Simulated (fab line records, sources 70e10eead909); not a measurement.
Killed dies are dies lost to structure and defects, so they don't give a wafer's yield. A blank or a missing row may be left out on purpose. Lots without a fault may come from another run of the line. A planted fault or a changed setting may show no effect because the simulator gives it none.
fab line records | flow nand_harc
record lots=11 wafers=33 last_day=24
route steps=1159 shown P_GATE@146 END@1159
lots that met no fault: from a run of the same line without faults
start_h: hours from the record's first day to the start of the lot's first wafer shown | wait_h: hours since the lot's step before | " the same as in the row above | L1.1+2: a row that stands for several wafers | - no value, or no start given | * or withheld: withheld | < > ~ a bound
route shown NAME@n: a module of which the file shows steps, and the number in the route of the first | usual: mean/standard deviation of fault-free wafers | same: alike in all rows | chamber/n: place in a boat | sites: the reading at each site | _std_site: their standard deviation | _edge_site: outer sites' mean less inner sites' | radius_mm: how far each site lies from the wafer's centre | mask NAME#n: copy n | behind: the tool/chamber that last shaped the wafer | hold: why the lot was held/for how many hours/how that ended | device: the transistor (n, p or np) that didn't switch | end of line: the same wafers' tests at the end of the route | a step without rows: its recipe alone | killed: dies lost to structure and defects at the first sort, not the wafer's yield | map: a wafer's dies, x killed, . not, _ none there
set.NAME: the setting as run; set.NAME@STEP: as run at that earlier step | model.NAME: the simulator's own value behind a step, which no gauge read
steps of the route over a sample of lots; a table a step, a row a wafer
services: from which hour (start_h, from the record's first day; less than 0 if before it) a tool's chamber was out of use, for how many hours, and why
## steps
# step NHARC_P_GATE_HM_OPEN_105
# recipe target_depth_a=3600 o2_flow_sccm=400 cos_flow_sccm=20 ar_flow_sccm=0 rf_w=500 bias_w=300 chemistry=O2/COS
# usual drypump_motor_current_A=5.76/0.25 oes_product_au=1.001/0.0079 rf_vpp_V=468.6/2.6 showerhead_plenum_p_Torr=3.19/0.12 throttle_valve_pct=28.331/0.01
# columns lot.wafer tool chamber start_h wait_h drypump_motor_current_A oes_product_au rf_hours_counter_h rf_vpp_V showerhead_plenum_p_Torr throttle_valve_pct
L739.1 rie_diel-01 0 - - 6.17 0.995 25 469.4 3.20 28.323
L739.2 " 2 " " 5.70 0.997 23 471.1 3.29 28.335
L739.3 " 3 " " 5.69 1.004 24 462.9 2.91 28.322
L740.4 rie_diel-01 3 - - 5.68 0.994 27 462.5 2.91 28.322
L740.2 " 0 " " 6.17 0.986 27 468.5 3.20 28.342
L740.6 " 3 " " 5.69 1.002 - 463.4 2.91 28.348
L741.3 rie_diel-01 0 - - 6.19 0.989 29 468.6 3.20 28.332
L741.4 " 1 " " 5.87 0.995 28 470.7 3.28 28.321
L741.5 " 1 " " 5.75 0.988 - 470.5 3.28 28.331
L743.1 rie_diel-02 1 - - 5.52 0.984 55 464.6 2.99 28.345
L743.5 " 2 " " 5.16 1.008 - 462.9 2.88 28.330
L743.6 " 3 " " 6.11 1.001 - 471.5 3.24 28.312
L744.3 rie_diel-07 3 - - 5.46 1.019 31 468.5 3.15 28.330
L744.1 " 2 " " 5.63 1.006 32 469.8 3.23 28.327
L744.5 " 2 " " 5.63 0.998 - 470.0 3.23 28.333
L745.3 rie_diel-07 2 - - 5.62 0.993 32 470.9 3.23 28.309
L745.5 " 3 " " 5.47 1.011 - 468.7 3.15 28.321
L745.6 " 0 " " 5.71 1.014 - 470.6 3.26 28.331
L748.2 rie_diel-07 3 - - 5.48 1.014 42 469.0 3.15 28.314
L748.1 " 2 " " 5.64 1.003 43 469.6 3.23 28.341
L748.4 " 0 " " 5.70 1.001 - 468.3 3.26 28.338
L753.1 rie_diel-01 2 - - 5.71 1.001 13 471.1 3.28 28.339
L753.5 " 1 " " 5.86 1.011 - 470.4 3.27 28.328
L753.4 " 0 " " 6.18 1.012 - 469.7 3.19 28.319
L754.2 rie_diel-01 0 - - 6.17 1.007 16 468.4 3.19 28.326
L754.4 " 2 " " 5.72 1.003 - 470.0 3.27 28.343
L754.6 " 0 " " 6.20 1.004 - 469.5 3.19 28.347
L757.1 rie_diel-01 2 - - 5.69 0.990 20 470.8 3.27 28.316
L757.3 " 3 " " 5.67 0.997 10 462.2 2.91 28.329
L757.4 " 0 " " 6.17 1.004 18 468.4 3.19 28.330
L758.1 rie_diel-01 1 - - 5.93 1.005 21 471.5 3.26 28.313
L758.4 " 3 " " 5.69 1.002 11 463.0 2.91 28.348
L758.5 " 2 " " 5.68 1.009 - 471.6 3.27 28.313
# step NHARC_P_GATE_ETCH_32
# recipe target_depth_a=1500 over_etch_frac=1 over_etch_ion_energy_ev=40 time_s=100.1 hbr_flow_sccm=150 cl2_flow_sccm=50 rf_w=400 icp_w=400 bias_w=100 chemistry=HBr/Cl2
# usual drypump_motor_current_A=5.9/0.56 oes_product_au=0.998/0.0079 throttle_valve_pct=26.406/0.0086
# columns lot.wafer tool chamber start_h wait_h drypump_motor_current_A oes_product_au rf_hours_counter_h throttle_valve_pct
L739.2 rie_si-05 2 111.07 - 5.7 0.996 0.5 26.401
L739.1 " 3 " " 6.3 0.993 0.4 26.402
L739.3 " 0 " " 6.4 1.005 0.5 26.418
L740.2 rie_si-06 2 118.86 - 5.5 0.992 0.9 26.404
L740.4 " 3 " " 6.4 1.011 1.1 26.398
L740.6 " 1 " " 4.6 1.005 - 26.398
L741.4 rie_si-06 2 129.57 - 5.5 0.999 1.1 26.398
L741.3 " 3 " " 6.3 1.000 1.2 26.409
L741.5 " 2 " " 5.6 0.993 - 26.407
L743.1 rie_si-06 0 140.34 - 5.7 0.990 1.3 26.395
L743.5 " 0 " " 5.7 0.988 - 26.400
L743.6 " 1 " " 4.6 1.011 - 26.411
L744.3 rie_si-06 1 144.93 - 4.6 1.007 1.3 26.414
L744.1 " 2 " " 5.5 0.999 1.2 26.417
L744.5 " 3 " " 6.4 0.990 - 26.406
L745.3 rie_si-04 1 145.73 - 6.6 1.001 0.2 26.405
L745.5 " 3 " " 5.2 1.018 - 26.415
L745.6 " 0 " " 6.3 0.995 - 26.405
L748.1 rie_si-06 0 168.85 - 5.7 0.989 1.5 26.417
L748.2 " 1 " " 4.6 0.989 1.4 26.417
L748.4 " 2 " " 5.5 0.997 1.3 26.414
L753.1 rie_si-06 2 197.84 - 5.5 0.986 0.1 26.397
L753.5 " 0 " " 5.7 0.999 - 26.406
L753.4 " 2 " " 5.5 0.991 - 26.421
L754.2 rie_si-05 0 205.69 - 6.4 0.991 1.3 26.395
L754.4 " 2 " " 5.7 1.001 1.4 26.411
L754.6 " 0 " " 6.4 0.994 - 26.404
L757.3 rie_si-06 3 222.25 - 6.4 1.000 0.2 26.404
L757.4 " 0 " " 5.7 0.993 0.3 26.403
L757.1 " 1 " " 4.6 1.000 0.3 26.405
L758.1 rie_si-04 2 229.41 - 5.8 1.014 1.0 26.409
L758.4 " 0 " " 6.2 0.993 1.0 26.402
L758.5 " 2 " " 5.8 0.993 - 26.399
# step NHARC_P_GATE_STRIP_111
# recipe power_w=1500 temp_c=110 time_s=250 chemistry=N2/H2
# usual drypump_motor_current_A=5.8/0.38 heater_power_w=81/6.6
# columns lot.wafer tool chamber start_h wait_h drypump_motor_current_A heater_power_w rf_hours_counter_h
L739.1 plasma_asher-02 0 125.10 0.2 5.8 78 40
L739.2 " 1 " " 6.1 91 40
L739.3 " 1 " " 6.1 89 -
L740.2 plasma_asher-02 0 131.20 0.2 5.8 77 41
L740.4 " 1 " " 6.1 89 -
L740.6 " 0 " " 5.8 76 -
L741.4 plasma_asher-02 0 141.82 0.2 5.8 75 -
L741.3 " 1 " " 6.1 88 -
L741.5 " 1 " " 6.1 89 -
L743.1 plasma_asher-01 1 152.52 0.2 5.1 80 11
L743.5 " 0 " " 6.3 74 -
L743.6 " 1 " " 5.1 79 -
L744.1 plasma_asher-02 1 156.89 0.3 6.1 88 50
L744.3 " 0 " " 5.8 77 -
L744.5 " 0 " " 5.8 76 -
L745.3 plasma_asher-01 0 157.56 0.2 6.3 75 -
L745.6 " 0 " " 6.3 72 -
L745.5 " 1 " " 5.1 79 -
L748.2 plasma_asher-02 1 180.82 0.2 6.1 87 56
L748.1 " 0 " " 5.8 74 56
L748.4 " 1 " " 6.1 86 -
L753.1 plasma_asher-02 1 209.89 0.3 6.1 93 6
L753.4 " 1 " " 6.1 90 -
L753.5 " 0 " " 5.8 75 -
L754.2 plasma_asher-02 0 217.61 0.2 5.8 76 9
L754.4 " 1 " " 6.1 91 -
L754.6 " 0 " " 5.8 76 -
L757.1 plasma_asher-02 0 234.11 0.2 5.8 74 14
L757.3 " 0 " " 5.8 76 -
L757.4 " 1 " " 6.1 94 -
L758.1 plasma_asher-02 1 241.51 0.2 6.1 92 16
L758.4 " 1 " " 6.1 94 -
L758.5 " 0 " " 5.8 75 -
# step NHARC_P_GATE_EXPOSE_56
# recipe na=0.6 target_cd_nm=720 dose_mj=14.81 mask_id=P_PSD
# usual exposure_dose_mJ_cm2=14.804/0.014 focus_offset_nm=-0.1/0.57
# columns lot.wafer tool chamber start_h wait_h mask exposure_dose_mJ_cm2 focus_offset_nm
L739.1 krf_scanner-02 0 126.05 - P_PSD#0 14.818 0.1
L739.2 " 0 " " P_PSD#0 14.790 0.3
L739.3 " 0 " " P_PSD#0 14.810 0.0
L740.2 krf_scanner-01 0 132.28 - P_PSD#0 14.813 -0.2
L740.4 " 0 " " P_PSD#0 14.821 -0.8
L740.6 " 0 " " P_PSD#0 14.798 -0.4
L741.3 krf_scanner-02 0 142.81 - P_PSD#0 14.785 1.4
L741.4 " 0 " " P_PSD#0 14.770 1.0
L741.5 " 0 " " P_PSD#0 14.811 1.0
L743.1 krf_scanner-01 0 153.41 - P_PSD#0 14.790 -0.7
L743.5 " 0 " " P_PSD#0 14.810 -0.6
L743.6 " 0 " " P_PSD#0 14.821 -0.7
L744.1 krf_scanner-02 - 157.92 - P_PSD#0 - -
L744.3 " - " " P_PSD#0 - -
L744.5 " - " " P_PSD#0 - -
L745.3 krf_scanner-01 - 158.54 - P_PSD#0 - -
L745.5 " - " " P_PSD#0 - -
L745.6 " - " " P_PSD#0 - -
L748.1 krf_scanner-01 - 181.77 - P_PSD#0 - -
L748.2 " - " " P_PSD#0 - -
L748.4 " - " " P_PSD#0 - -
L753.1 krf_scanner-01 0 210.97 - P_PSD#0 14.812 -0.4
L753.4 " 0 " " P_PSD#0 14.830 -0.4
L753.5 " 0 " " P_PSD#0 14.831 0.7
L754.2 krf_scanner-02 0 218.69 - P_PSD#0 14.792 -0.2
L754.4 " 0 " " P_PSD#0 14.826 -1.0
L754.6 " 0 " " P_PSD#0 14.809 0.2
L757.1 krf_scanner-01 0 235.19 - P_PSD#0 14.810 0.3
L757.3 " 0 " " P_PSD#0 14.818 -0.3
L757.4 " 0 " " P_PSD#0 14.809 -0.2
L758.1 krf_scanner-02 0 242.64 - P_PSD#0 14.792 -0.2
L758.4 " 0 " " P_PSD#0 14.803 1.2
L758.5 " 0 " " P_PSD#0 14.789 0.8
# step NHARC_P_GATE_CD_MEAS_59
# recipe target_cd_nm=720 landing_energy_ev=500
# usual cd_nm=719.9/1.3
# columns lot.wafer tool chamber start_h wait_h cd_nm
L739.1 cd_sem-02 0 126.21 - 716.6
L739.2 " 0 " " 720.1
L739.3 " 0 " " 719.9
L740.2 cd_sem-01 0 132.43 - 719.6
L740.4 " 0 " " 720.1
L740.6 " 0 " " 720.6
L741.3 cd_sem-01 0 142.96 - 719.1
L741.4 " 0 " " 717.5
L741.5 " 0 " " 717.0
L743.1 cd_sem-03 0 153.57 - 721.8
L743.5 " 0 " " 720.1
L743.6 " 0 " " 719.4
L744.1 cd_sem-01 0 158.08 - -
L744.3 " 0 " " -
L744.5 " 0 " " -
L745.3 cd_sem-03 0 158.69 - -
L745.5 " 0 " " -
L745.6 " 0 " " -
L748.1 cd_sem-03 0 181.93 - -
L748.2 " 0 " " -
L748.4 " 0 " " -
L753.1 cd_sem-01 0 211.13 - 718.6
L753.4 " 0 " " 719.6
L753.5 " 0 " " 720.6
L754.2 cd_sem-02 0 218.85 - 721.2
L754.4 " 0 " " 719.6
L754.6 " 0 " " 721.4
L757.1 cd_sem-03 0 235.36 - 720.9
L757.3 " 0 " " 719.6
L757.4 " 0 " " 720.0
L758.1 cd_sem-01 0 242.80 - 719.7
L758.4 " 0 " " 722.2
L758.5 " 0 " " 721.0
# step NHARC_P_GATE_INSPECT_68
# usual raw_defect_count=198/76
# columns lot.wafer tool chamber start_h wait_h raw_defect_count
L739.1 defect_inspect-01 - 131.04 0.2 118
L739.2 " - " " 93
L739.3 " - " " 112
L740.2 defect_inspect-02 - 137.40 0.1 158
L740.4 " - " " 194
L740.6 " - " " 182
L741.3 defect_inspect-02 - 148.14 0.1 281
L741.4 " - " " 218
L741.5 " - " " 302
L743.1 defect_inspect-02 - 158.69 0.2 112
L743.5 " - " " 154
L743.6 " - " " 129
L744.1 defect_inspect-02 - 162.97 0.2 1452
L744.3 " - " " 1331
L744.5 " - " " 1283
L745.3 defect_inspect-01 - 164.11 0.1 1200
L745.5 " - " " 1202
L745.6 " - " " 1274
L748.1 defect_inspect-02 - 186.73 0.2 1271
L748.2 " - " " 1176
L748.4 " - " " 1294
L753.1 defect_inspect-02 - 216.49 0.2 162
L753.4 " - " " 226
L753.5 " - " " 102
L754.2 defect_inspect-01 - 224.15 0.1 193
L754.4 " - " " 219
L754.6 " - " " 245
L757.1 defect_inspect-01 - 240.45 0.2 182
L757.3 " - " " 214
L757.4 " - " " 312
L758.1 defect_inspect-02 - 247.94 0.2 184
L758.4 " - " " 176
L758.5 " - " " 113
# step NHARC_END_SORT_01
# recipe temp_c=25
# usual killed_at_array=26/9.6 killed_at_other=0.7/0.92 killed_at_periphery=3.8/2.7 killed_dies=31/10 killed_open=3.3/1.7 killed_short=1.8/1.3
# same gross_dies=677
# columns lot.wafer tool chamber start_h wait_h killed_at_array killed_at_other killed_at_periphery killed_dies killed_open killed_short
L739.1 prober-02 0 459.76 2.5 31 1 1 33 4 3
L739.2 prober-02 0 460.57 2.8 30 2 2 34 3 0
L739.3 prober-02 0 461.39 3.1 28 0 3 31 0 0
L745.3 prober-02 0 487.72 3.1 27 0 650 677 0 1
L745.5 prober-02 0 489.34 3.7 29 0 648 677 4 1
L745.6 prober-02 0 490.16 4.1 33 0 644 677 2 1
L744.1 prober-02 0 493.93 2.5 19 0 658 677 1 3
L744.3 prober-02 0 495.50 3.0 18 1 658 677 2 3
L744.5 prober-02 0 497.06 3.6 13 0 664 677 2 1
L748.1 prober-01 0 505.73 2.5 13 0 664 677 0 1
L748.2 prober-01 0 506.53 2.8 16 0 661 677 6 1
L748.4 prober-01 0 508.12 3.4 17 0 660 677 4 3
L753.1 prober-02 0 552.43 2.5 22 2 6 30 5 2
L753.4 prober-02 0 554.80 3.4 18 0 7 25 2 3
L753.5 prober-02 0 555.59 3.7 19 0 6 25 3 1
L754.2 prober-01 0 569.53 2.8 25 1 2 28 2 1
L754.4 prober-01 0 571.15 3.4 30 0 0 30 5 3
L754.6 prober-01 0 572.78 4.1 28 1 3 32 1 2
# killed by level:class
L739.1 A_CHANNEL_HOLE_D1:chamber_film_flake=14 A_SLIT:chamber_film_flake=7 A_WL_FILL:chamber_film_flake=3 A_ONON_D1:geometric_particle:open=2 A_M0:geometric_particle:open=2 P_CONTACT:geometric_particle:short=1 A_CHANNEL_HOLE_D1:geometric_particle:short=1 A_SGD_CUT:geometric_particle:short=1
L739.2 A_CHANNEL_HOLE_D1:chamber_film_flake=19 A_SLIT:chamber_film_flake=6 A_CONTACT:geometric_particle:open=2 THIN_TSV:chamber_film_flake=2 P_M0:geometric_particle:open=1 P_GATE:chamber_film_flake=1 A_ZERO_WELL:chamber_film_flake=1 A_STAIRCASE:chamber_film_flake=1
L739.3 A_CHANNEL_HOLE_D1:chamber_film_flake=18 A_SLIT:chamber_film_flake=7 P_STI:chamber_film_flake=3 A_WL_FILL:chamber_film_flake=2 A_STAIRCASE:chamber_film_flake=1
L745.3 P_GATE:area_expose=647 A_CHANNEL_HOLE_D1:chamber_film_flake=16 A_SLIT:chamber_film_flake=8 A_ZERO_WELL:chamber_film_flake=3 P_GATE:geometric_particle:short=1 P_ZERO_WELL:chamber_film_flake=1 P_GATE:chamber_film_flake=1
L745.5 P_GATE:area_expose=643 A_CHANNEL_HOLE_D1:chamber_film_flake=18 A_SLIT:chamber_film_flake=6 P_GATE:geometric_particle:open=2 P_GATE:chamber_film_flake=2 P_CONTACT:geometric_particle:open=1 A_WL_FILL:geometric_particle:short=1 A_CONTACT:geometric_particle:open=1
L745.6 P_GATE:area_expose=642 A_CHANNEL_HOLE_D1:chamber_film_flake=15 A_SLIT:chamber_film_flake=9 A_ZERO_WELL:chamber_film_flake=3 A_SGD_CUT:chamber_film_flake=2 P_M0:geometric_particle:open=1 A_ONON_D1:geometric_particle:open=1 A_CHANNEL_FILL_D1:geometric_particle:short=1
L744.1 P_GATE:area_expose=654 A_SLIT:chamber_film_flake=8 A_CONTACT:chamber_film_flake=3 P_GATE:chamber_film_flake=2 A_ZERO_WELL:chamber_film_flake=2 A_SGD_CUT:chamber_film_flake=2 P_M0:geometric_particle:open=1 A_SOURCE_PLATE:geometric_particle:short=1
L744.3 P_GATE:area_expose=651 A_ZERO_WELL:chamber_film_flake=4 A_SLIT:chamber_film_flake=4 A_CHANNEL_HOLE_D1:chamber_film_flake=3 P_GATE:chamber_film_flake=2 A_SGD_CUT:chamber_film_flake=2 P_ZERO_WELL:geometric_particle:open=1 P_M2:geometric_particle:open=1
L744.5 P_GATE:area_expose=656 A_CHANNEL_HOLE_D1:chamber_film_flake=5 A_CONTACT:chamber_film_flake=5 P_GATE:chamber_film_flake=4 A_SLIT:chamber_film_flake=2 P_STI:geometric_particle:short=1 P_BONDPAD:geometric_particle:open=1 A_CONTACT:geometric_particle:open=1
L748.1 P_GATE:area_expose=663 A_CONTACT:chamber_film_flake=6 A_ZERO_WELL:chamber_film_flake=2 A_CHANNEL_HOLE_D1:chamber_film_flake=2 A_STAIRCASE:chamber_film_flake=2 A_SOURCE_PLATE:geometric_particle:short=1 P_GATE:chamber_film_flake=1
L748.2 P_GATE:area_expose=658 A_CONTACT:chamber_film_flake=4 P_M0:chamber_film_flake=3 A_CHANNEL_HOLE_D1:chamber_film_flake=3 A_CHANNEL_FILL_D1:geometric_particle:open=2 A_CHANNEL_FILL_D1:geometric_particle:short=1 A_SGD_CUT:geometric_particle:open=1 A_WL_FILL:geometric_particle:open=1
L748.4 P_GATE:area_expose=658 A_CONTACT:chamber_film_flake=7 P_M0:geometric_particle:open=1 A_CHANNEL_FILL_D1:geometric_particle:open=1 A_CHANNEL_FILL_D1:geometric_particle:short=1 A_SGD_CUT:geometric_particle:open=1 A_SGD_CUT:geometric_particle:short=1 A_WL_FILL:geometric_particle:short=1
L753.1 A_CHANNEL_HOLE_D1:chamber_film_flake=6 A_SLIT:chamber_film_flake=6 A_CONTACT:chamber_film_flake=5 P_M0:geometric_particle:open=2 A_CHANNEL_FILL_D1:chamber_film_flake=2 THIN_TSV:chamber_film_flake=2 P_M1:geometric_particle:open=1 P_M2:geometric_particle:open=1
L753.4 A_SLIT:chamber_film_flake=10 P_M0:chamber_film_flake=3 A_CONTACT:chamber_film_flake=3 P_CONTACT:geometric_particle:open=1 P_CONTACT:geometric_particle:short=1 P_M0:geometric_particle:short=1 A_SOURCE_PLATE:geometric_particle:open=1 A_CONTACT:geometric_particle:short=1
L753.5 A_SLIT:chamber_film_flake=10 P_ZERO_WELL:chamber_film_flake=2 A_ZERO_WELL:chamber_film_flake=2 A_CHANNEL_HOLE_D1:chamber_film_flake=2 A_CONTACT:chamber_film_flake=2 P_GATE:geometric_particle:open=1 P_CONTACT:geometric_particle:short=1 P_CONTACT:geometric_particle:open=1
L754.2 A_CHANNEL_HOLE_D1:chamber_film_flake=10 A_CONTACT:chamber_film_flake=9 A_STAIRCASE:chamber_film_flake=4 P_M0:geometric_particle:open=1 A_ONON_D1:geometric_particle:short=1 A_CONTACT:geometric_particle:open=1 P_M0:chamber_film_flake=1 THIN_TSV:chamber_film_flake=1
L754.4 A_CONTACT:chamber_film_flake=10 A_CHANNEL_HOLE_D1:chamber_film_flake=7 A_STAIRCASE:chamber_film_flake=5 A_ONON_D1:geometric_particle:open=1 A_ONON_D1:geometric_particle:short=1 A_SGD_CUT:geometric_particle:short=1 A_SGD_CUT:geometric_particle:open=1 A_WL_FILL:geometric_particle:short=1
L754.6 A_CHANNEL_HOLE_D1:chamber_film_flake=12 A_CONTACT:chamber_film_flake=12 P_ZERO_WELL:chamber_film_flake=3 A_SOURCE_PLATE:geometric_particle:short=1 A_ONON_D1:geometric_particle:open=1 A_CHANNEL_FILL_D1:geometric_particle:short=1 A_STAIRCASE:chamber_film_flake=1 THIN_TSV:chamber_film_flake=1
## services
# columns tool chamber start_h hours kind
plasma_asher-01 - 99.00 9.0 pm
rie_si-04 - 99.00 9.0 pm
rie_diel-02 3 117.22 18.1 repair
rie_diel-07 1 129.31 103.2 repair
rie_diel-01 - 137.80 9.0 pm
rie_diel-02 - 150.83 9.0 pm
krf_scanner-01 - 154.67 3.5 repair
rie_si-04 1 175.31 6.6 repair
rie_si-05 3 176.09 2.0 repair
rie_diel-02 - 182.41 0.1 repair
rie_si-06 - 183.00 9.0 pm
plasma_asher-02 - 183.13 9.0 pm
rie_diel-01 3 191.09 14.9 repair
rie_si-06 3 193.43 6.1 repair
rie_diel-07 - 196.24 11.1 repair
rie_si-06 0 202.24 6.4 repair
krf_scanner-02 - 210.00 4.0 pm
rie_si-04 3 216.58 9.5 repair
rie_diel-07 3 217.21 9.3 repair
rie_si-05 - 222.28 0.4 repair
rie_diel-07 - 228.36 9.0 pm
rie_diel-01 0 235.40 6.1 repair
rie_si-05 - 239.00 9.0 pm
krf_scanner-01 - 242.35 0.5 repair
## key
first_sign step=NHARC_P_GATE_EXPOSE_56 reading=tool_record direction=missing
effect step=NHARC_P_GATE_CD_MEAS_59 reading=cd_nm direction=missing
effect step=NHARC_P_GATE_INSPECT_68 reading=raw_defect_count direction=up sigmas=14 usual=198 struck=1276
effect step=NHARC_END_SORT_01 reading=killed_at_periphery direction=up sigmas=99+ usual=3.8 struck=656.3
more_kills_born_at NHARC_P_GATE_EXPOSE_56@krf_scanner-01=3911 NHARC_P_GATE_EXPOSE_56@krf_scanner-02=1961
met_at NHARC_P_GATE_EXPOSE_56
struck_lots L744,L745,L748
later_rows_left_out L744.1,L744.3,L744.5,L745.3,L745.5,L745.6,L748.1,L748.2,L748.4
tester_left_out L744,L745,L748
not_acting_at NHARC_P_GATE_HM_OPEN_105,NHARC_P_GATE_ETCH_32,NHARC_P_GATE_STRIP_111
onset_between 153.41 157.92
fault kind=skipped_step_whole tool=krf_scanner-01,krf_scanner-02 chamber=- onset_h=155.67 steps=NHARC_P_GATE_EXPOSE_56 scope=struck_lots_only
# tester_left_out: of these lots the tester's yield and bins aren't shown, on N5 and GAA mostly nor the transistor test; their killed dies are dies lost to structure and defects alone, not to doping, threshold or leakage, so they don't give the yield
# later_rows_left_out: the simulator's readings of these wafers behind a module that went badly wrong aren't trusted and aren't shown, but for the sort
